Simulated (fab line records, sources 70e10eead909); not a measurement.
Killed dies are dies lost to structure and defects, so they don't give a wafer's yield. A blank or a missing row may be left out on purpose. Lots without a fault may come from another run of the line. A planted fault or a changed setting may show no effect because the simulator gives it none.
fab line records | flow nand_harc
record lots=5 wafers=14 last_day=33
route steps=1302 shown A_CONTACT@1081
lots that met no fault: from a run of the same line without faults
start_h: hours from the record's first day to the start of the lot's first wafer shown | wait_h: hours since the lot's step before | " the same as in the row above | L1.1+2: a row that stands for several wafers | - no value, or no start given | * or withheld: withheld | < > ~ a bound
route shown NAME@n: a module of which the file shows steps, and the number in the route of the first | usual: mean/standard deviation of fault-free wafers | same: alike in all rows | chamber/n: place in a boat | sites: the reading at each site | _std_site: their standard deviation | _edge_site: outer sites' mean less inner sites' | radius_mm: how far each site lies from the wafer's centre | mask NAME#n: copy n | behind: the tool/chamber that last shaped the wafer | hold: why the lot was held/for how many hours/how that ended | device: the transistor (n, p or np) that didn't switch | end of line: the same wafers' tests at the end of the route | a step without rows: its recipe alone | killed: dies lost to structure and defects at the first sort, not the wafer's yield | map: a wafer's dies, x killed, . not, _ none there
set.NAME: the setting as run; set.NAME@STEP: as run at that earlier step | model.NAME: the simulator's own value behind a step, which no gauge read
lots at some steps of the route; a table a step, a row a wafer
services: from which hour (start_h, from the record's first day; less than 0 if before it) a tool's chamber was out of use, for how many hours, and why
## steps
# step NHARC_A_CONTACT_DESCUM_13
# recipe time_s=3 o2_flow_sccm=200 ar_flow_sccm=0 bias_power_w=0 chemistry=O2
# usual drypump_motor_current_A=5.6/0.37 oes_product_au=1.002/0.0099 rf_vpp_V=57.7/0.92 showerhead_plenum_p_Torr=1.88/0.061 throttle_valve_pct=11.311/0.0085
# columns lot.wafer tool chamber start_h wait_h drypump_motor_current_A oes_product_au rf_hours_counter_h rf_vpp_V showerhead_plenum_p_Torr throttle_valve_pct
L318.1 rie_diel-04 0 554.22 0.1 5.5 0.986 2 56.6 1.86 11.300
L318.4 " 1 " " 5.2 0.995 2 56.7 1.80 11.296
L318.5 " 2 " " 5.7 1.021 - 56.7 1.89 11.329
L324.1 rie_diel-11 2 605.88 0.1 5.3 1.010 54 57.3 1.83 11.312
L324.4 " 3 " " 6.2 0.995 57 57.4 2.04 11.312
L324.2 " 1 " " 6.3 0.987 55 57.7 1.87 11.316
L326.1 rie_diel-04 3 640.01 0.1 5.7 1.007 16 56.7 1.89 11.307
L326.4 " 1 " " 5.2 0.999 14 57.8 1.80 11.329
L326.5 " 3 " " 5.7 1.002 - 57.1 1.89 11.310
L332.4 rie_diel-04 2 696.45 0.1 5.7 1.021 24 58.8 1.88 11.300
L332.2 " 3 " " 5.7 1.006 26 57.3 1.89 11.306
L337.3 rie_diel-04 0 745.43 0.1 5.5 1.009 3 57.8 1.85 11.327
L337.1 " 3 " " 5.7 0.994 2 57.2 1.89 11.294
L337.6 " 1 " " 5.2 0.985 - 58.3 1.79 11.316
# step NHARC_A_CONTACT_ETCH_88
# recipe target_depth_a=390 over_etch_frac=0.3 time_s=65 ion_energy_ev=80 cf4_flow_sccm=150 ar_flow_sccm=0 rf_w=300 bias_w=100 chemistry=CF4
# step NHARC_A_CONTACT_ETCH_89
# recipe target_depth_a=2600 over_etch_frac=0.3 time_s=475.3 ion_energy_ev=200 n2_flow_sccm=150 h2_flow_sccm=150 ar_flow_sccm=0 rf_w=400 bias_w=150 chemistry=N2/H2
# usual drypump_motor_current_A=5.6/0.39 oes_product_au=1.002/0.0099 rf_vpp_V=429.4/2.1 showerhead_plenum_p_Torr=2.00/0.069 throttle_valve_pct=14.171/0.0097
# columns lot.wafer tool chamber start_h wait_h drypump_motor_current_A oes_product_au rf_hours_counter_h rf_vpp_V showerhead_plenum_p_Torr throttle_valve_pct
L318.1 rie_diel-04 1 - - 5.2 0.996 2 426.3 1.92 14.173
L318.4 " 2 " " 5.7 1.018 2 430.4 2.01 14.168
L318.5 " 1 " " 5.2 1.003 - 428.0 1.92 14.186
L324.1 rie_diel-11 2 - - 5.3 1.004 54 428.3 1.94 14.162
L324.2 " 3 " " 6.2 0.991 57 434.1 2.18 14.180
L324.4 " 0 " " 6.0 1.000 56 432.2 2.16 14.170
L326.1 rie_diel-04 1 - - 5.2 1.002 14 426.4 1.91 14.172
L326.4 " 3 " " 5.7 1.005 16 429.2 2.02 14.164
L326.5 " 1 " " 5.2 1.012 - 427.7 1.91 14.157
L332.2 rie_diel-04 3 - - 5.7 0.993 26 429.8 2.01 14.172
L332.4 " 1 " " 5.2 0.993 24 427.4 1.91 14.169
L337.1 rie_diel-04 3 - - 5.7 0.993 2 430.2 2.01 14.163
L337.3 " 1 " " 5.2 0.987 3 426.6 1.91 14.176
L337.6 " 3 " " 5.7 1.003 - 429.4 2.01 14.171
# step NHARC_A_CONTACT_ETCH_30
# recipe target_depth_a=726 time_s=36.3 cf4_flow_sccm=100 chf3_flow_sccm=30 ar_flow_sccm=0 rf_w=500 bias_w=200 chemistry=CF4/CHF3
# usual drypump_motor_current_A=5.6/0.39 oes_product_au=0.935/0.021 rf_vpp_V=369.9/2 showerhead_plenum_p_Torr=1.55/0.055 throttle_valve_pct=16.802/0.0087
# columns lot.wafer tool chamber start_h wait_h drypump_motor_current_A oes_product_au rf_hours_counter_h rf_vpp_V showerhead_plenum_p_Torr throttle_valve_pct
L318.4 rie_diel-04 1 - - 5.2 0.973 2 368.7 1.49 16.807
L318.1 " 3 " " 5.7 0.956 2 368.2 1.56 16.793
L318.5 " 2 " " 5.6 0.984 - 369.6 1.55 16.807
L324.2 rie_diel-11 3 - - 6.2 0.920 57 373.6 1.67 16.812
L324.1 " 0 " " 5.9 0.926 56 373.3 1.66 16.806
L324.4 " 1 " " 6.3 0.916 55 369.6 1.54 16.799
L326.4 rie_diel-04 2 - - 5.7 0.924 15 368.6 1.55 16.807
L326.1 " 1 " " 5.2 0.933 14 367.7 1.48 16.800
L326.5 " 2 " " 5.7 0.937 - 368.7 1.55 16.805
L332.4 rie_diel-04 0 - - 5.5 0.984 24 369.9 1.53 16.807
L332.2 " 1 " " 5.2 0.963 24 368.0 1.48 16.808
L337.1 rie_diel-04 1 - - 5.2 0.919 3 367.9 1.48 16.797
L337.3 " 2 " " 5.7 0.935 3 370.2 1.55 16.798
L337.6 " 1 " " 5.2 0.922 - 368.1 1.48 16.796
# step NHARC_A_CONTACT_ETCH_31
# recipe target_depth_a=28000 over_etch_frac=0.3 time_s=728 ion_energy_ev=150 o2_flow_sccm=400 cos_flow_sccm=20 ar_flow_sccm=0 rf_w=500 bias_w=300 chemistry=O2/COS
# step NHARC_A_CONTACT_ETCH_134
# recipe source_w=withheld pressure_mtorr=20 bias_v=withheld time_s=140 target_depth_a=7000 ar_flow_sccm=withheld c4f8_flow_sccm=withheld o2_flow_sccm=withheld chemistry=C4F8/O2/Ar
# step NHARC_A_CONTACT_ETCH_135
# recipe source_w=withheld pressure_mtorr=20 bias_v=1200 time_s=311 target_depth_a=19120 ar_flow_sccm=withheld c4f8_flow_sccm=withheld o2_flow_sccm=withheld chemistry=C4F8/O2/Ar
# step NHARC_A_CONTACT_ETCH_136
# recipe source_w=withheld pressure_mtorr=20 bias_v=1200 time_s=311 target_depth_a=19120 ar_flow_sccm=withheld c4f8_flow_sccm=withheld o2_flow_sccm=withheld chemistry=C4F8/O2/Ar
# columns lot.wafer tool chamber start_h wait_h rf_hours_counter_h
L318.1 har_cap_etch-03 1 555.84 0.2 55
L318.4 " 0 " " -
L318.5 " 1 " " -
L324.2 har_cap_etch-02 0 607.48 0.2 104
L324.1 " 1 " " 104
L324.4 " 1 " " -
L326.1 har_cap_etch-02 0 641.59 0.2 109
L326.4 " 0 " " -
L326.5 " 1 " " -
L332.2 har_cap_etch-02 0 698.04 0.2 120
L332.4 " 1 " " -
L337.1 har_cap_etch-01 0 747.06 0.2 42
L337.3 " 0 " " -
L337.6 " 1 " " -
# step NHARC_A_CONTACT_ETCH_137
# recipe source_w=withheld pressure_mtorr=20 bias_v=1200 time_s=311 target_depth_a=19120 ar_flow_sccm=withheld c4f8_flow_sccm=withheld o2_flow_sccm=withheld chemistry=C4F8/O2/Ar
# columns lot.wafer tool chamber start_h wait_h rf_hours_counter_h
L318.1 har_cap_etch-03 1 556.11 0.2 56
L318.4 " 0 " " -
L318.5 " 1 " " -
L324.2 har_cap_etch-02 0 607.75 0.2 104
L324.1 " 1 " " 104
L324.4 " 1 " " -
L326.1 har_cap_etch-02 0 641.86 0.2 109
L326.4 " 0 " " -
L326.5 " 1 " " -
L332.2 har_cap_etch-02 0 698.31 0.2 120
L332.4 " 1 " " -
L337.1 har_cap_etch-01 0 747.34 0.2 42
L337.3 " 0 " " -
L337.6 " 1 " " -
# step NHARC_A_CONTACT_ETCH_138
# recipe source_w=withheld pressure_mtorr=20 bias_v=1200 time_s=311 target_depth_a=19140 ar_flow_sccm=withheld c4f8_flow_sccm=withheld o2_flow_sccm=withheld chemistry=C4F8/O2/Ar
# step NHARC_A_CONTACT_ETCH_139
# recipe source_w=withheld pressure_mtorr=20 bias_v=400 time_s=195 target_depth_a=8400 ar_flow_sccm=withheld c4f8_flow_sccm=11.5 o2_flow_sccm=7.2 chemistry=C4F8/O2/Ar
# step NHARC_A_CONTACT_ETCH_92
# recipe target_depth_a=400 over_etch_frac=0.5 time_s=85.7 ion_energy_ev=120 ch3f_flow_sccm=50 o2_flow_sccm=30 ar_flow_sccm=200 rf_w=500 bias_w=100 chemistry=CH3F/O2
# step NHARC_A_CONTACT_ETCH_98
# recipe target_depth_a=200 over_etch_frac=0.5 time_s=10 ion_energy_ev=250 c4f6_flow_sccm=25 o2_flow_sccm=20 ar_flow_sccm=500 rf_w=600 bias_w=500 chemistry=C4F6/O2
# usual drypump_motor_current_A=5.6/0.4 oes_product_au=0.963/0.026 rf_vpp_V=545.3/2.5 showerhead_plenum_p_Torr=3.85/0.12 throttle_valve_pct=26.904/0.0092
# columns lot.wafer tool chamber start_h wait_h drypump_motor_current_A oes_product_au rf_hours_counter_h rf_vpp_V showerhead_plenum_p_Torr throttle_valve_pct
L318.1 rie_diel-04 1 557.31 - 5.2 0.938 2 542.4 3.72 26.922
L318.4 " 0 " " 5.5 0.948 3 544.5 3.82 26.896
L318.5 " 1 " " 5.2 0.942 - 543.6 3.72 26.913
L324.1 rie_diel-04 2 608.98 - 5.7 0.958 11 545.9 3.87 26.918
L324.4 " 3 " " 5.7 0.939 12 546.2 3.89 26.910
L324.2 " 1 " " 5.2 0.935 11 543.7 3.71 26.901
L326.1 rie_diel-04 2 643.10 - 5.7 0.947 15 544.9 3.87 26.907
L326.4 " 1 " " 5.2 0.946 14 543.2 3.71 26.896
L326.5 " 2 " " 5.7 0.943 - 546.1 3.87 26.907
L332.4 rie_diel-04 2 699.55 - 5.7 0.969 25 545.5 3.86 26.915
L332.2 " 3 " " 5.7 0.739 27 544.4 3.88 26.896
L337.1 rie_diel-04 2 748.58 - 5.7 0.940 4 545.8 3.86 26.894
L337.3 " 3 " " 5.7 0.925 3 545.7 3.88 26.901
L337.6 " 1 " " 5.2 0.935 - 541.5 3.70 26.907
# step NHARC_A_CONTACT_CD_MEAS_15
# usual cd_nm=189.9/0.65
# columns lot.wafer tool chamber start_h wait_h cd_nm
L318.1 cd_sem-03 - 557.39 - 190.6
L318.4 " - " " 190.1
L318.5 " - " " 190.7
L324.1 cd_sem-03 - 609.06 - 190.1
L324.2 " - " " 189.5
L324.4 " - " " 189.4
L326.1 cd_sem-01 - 643.18 - 190.1
L326.4 " - " " 190.3
L326.5 " - " " 190.2
L332.2 cd_sem-01 - 699.63 - 189.7
L332.4 " - " " 189.9
L337.1 cd_sem-01 - 748.66 - 189.7
L337.3 " - " " 189.8
L337.6 " - " " 189.3
## services
# columns tool chamber start_h hours kind
rie_diel-04 - 532.07 9.0 pm
rie_diel-04 0 532.07 9.0 vent_cycle
rie_diel-04 1 532.07 9.0 vent_cycle
rie_diel-04 2 532.07 9.0 vent_cycle
rie_diel-04 3 532.07 9.0 vent_cycle
rie_diel-04 0 541.07 - clean
rie_diel-04 1 541.07 - clean
rie_diel-04 2 541.07 - clean
rie_diel-04 3 541.07 - clean
har_cap_etch-02 - 544.62 0.4 repair
rie_diel-11 0 544.89 2.9 repair
rie_diel-04 0 565.57 - clean
rie_diel-04 1 565.57 - clean
rie_diel-04 2 565.57 - clean
rie_diel-04 3 565.57 - clean
har_cap_etch-03 - 586.65 1.4 repair
rie_diel-04 0 592.26 5.9 repair
rie_diel-04 - 606.46 0.9 repair
rie_diel-11 - 609.72 9.0 pm
rie_diel-11 1 656.74 4.0 repair
rie_diel-04 - 709.19 9.0 pm
rie_diel-11 3 724.71 9.8 repair
rie_diel-11 2 735.21 6.5 repair
rie_diel-04 - 739.98 1.1 repair
## key
first_sign step=NHARC_A_CONTACT_ETCH_98 reading=oes_product_au direction=down sigmas=8.7 usual=0.963 struck=0.739
effect none on later readings
met_at NHARC_A_CONTACT_ETCH_98
struck_wafers L332.2
later_rows_left_out L332.2
sort_left_out L332.2
tester_left_out L332
onset_between 643.10 699.55
fault kind=process_parameter_drift tool=rie_diel-04 chamber=- onset_h=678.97 steps=NHARC_A_CONTACT_ETCH_98 channel=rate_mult offset=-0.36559 shape=step end_h=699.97 scope=struck_wafers_only
# tester_left_out: of these lots the tester's yield and bins aren't shown, on N5 and GAA mostly nor the transistor test; their killed dies are dies lost to structure and defects alone, not to doping, threshold or leakage, so they don't give the yield
# sort_left_out: the simulated sort isn't trusted on such a fault, so these wafers' sort isn't shown, and their yield isn't known
# later_rows_left_out: the simulator's readings of these wafers behind a module that went badly wrong aren't trusted and aren't shown, but for the sort
